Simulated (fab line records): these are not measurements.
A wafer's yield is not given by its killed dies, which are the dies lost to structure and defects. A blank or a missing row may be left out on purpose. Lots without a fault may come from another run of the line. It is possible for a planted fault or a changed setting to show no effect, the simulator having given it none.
2 desks, one fault ; flow nand_harc ; what lay behind the numbers comes last; until then each desk has only its own

## THE TOOL OWNER'S DESK: har_etch-01
The tool's own readings at NHARC_A_SLIT_ETCH_17 (etches the open film in C4F8/O2/Ar, time 4254.5 s, target depth 20300 nm): means of the sampled wafers that have a number, for each lot that ran on this tool. Any lot whose mean is over 4 standard deviations away from the usual mean is out of limits and marked OUT; that distance is given in the brackets.
Columns: A = chamber_pressure_mTorr at NHARC_A_SLIT_ETCH_17, usual 19.998 mTorr; B = drypump_motor_current_A at NHARC_A_SLIT_ETCH_17, usual 5.91 A; C = he_backside_leak_sccm at NHARC_A_SLIT_ETCH_17, usual 6.7 sccm; D = o2_flow_sccm at NHARC_A_SLIT_ETCH_17, usual 41.73 sccm; E = showerhead_plenum_p_Torr at NHARC_A_SLIT_ETCH_17, usual 3.61 Torr; F = throttle_valve_pct at NHARC_A_SLIT_ETCH_17, usual 32.045 %
lot;first seen here;A;B;C;D;E;F
L335;day 21 04:14;19.985;6.02;6.8;41.65;3.58;32.048
L339;day 21 22:46;19.989;5.99;6.9;41.78;3.58;32.038
L340;day 23 01:52;20.008;6.01;6.9;41.78;3.57;32.047
L344;day 24 05:39;20.004;6.04;7.4;41.74;3.50;32.048
L347;day 25 19:06;19.990;6.06;7.6;41.81;3.42;32.042
L348;day 25 22:59;20.027;6.03;7.4;41.88;3.55;32.047
L354;day 29 13:41;19.999;5.99;7.1;41.74;3.58;32.048
This desk found nothing out of limits on any of the 7 lots.

## THE DEFECT DESK
Per lot, the means of the sampled wafers with a number show what the inspections along the route counted. Any lot whose mean is over 4 standard deviations away from the usual mean is out of limits and marked OUT; that distance is given in the brackets.
Columns: A = raw_defect_count at NHARC_A_SGD_CUT_INSPECT_25, usual 378; B = raw_defect_count at NHARC_A_SIN_REMOVE_INSPECT_04, usual 393
lot;first seen here;A;B
L333;day 19 19:14;335;370
L336;day 20 16:10;323;287
L335;day 20 16:20;473;479
L339;day 21 13:25;323;368
L340;day 22 17:25;357;387
L344;day 23 22:11;345;383
L347;day 25 12:50;365;673
L348;day 25 12:50;481;561
L351;day 26 16:32;344;362
L352;day 27 09:44;638;653
L354;day 29 00:01;456;475
This desk found nothing out of limits on any of the 11 lots.

## PUT TOGETHER
The desk of the tool owner found nothing out of limits.
No out-of-limits result turned up at the defect desk.

## WHAT THE SIMULATOR HAD INSERTED
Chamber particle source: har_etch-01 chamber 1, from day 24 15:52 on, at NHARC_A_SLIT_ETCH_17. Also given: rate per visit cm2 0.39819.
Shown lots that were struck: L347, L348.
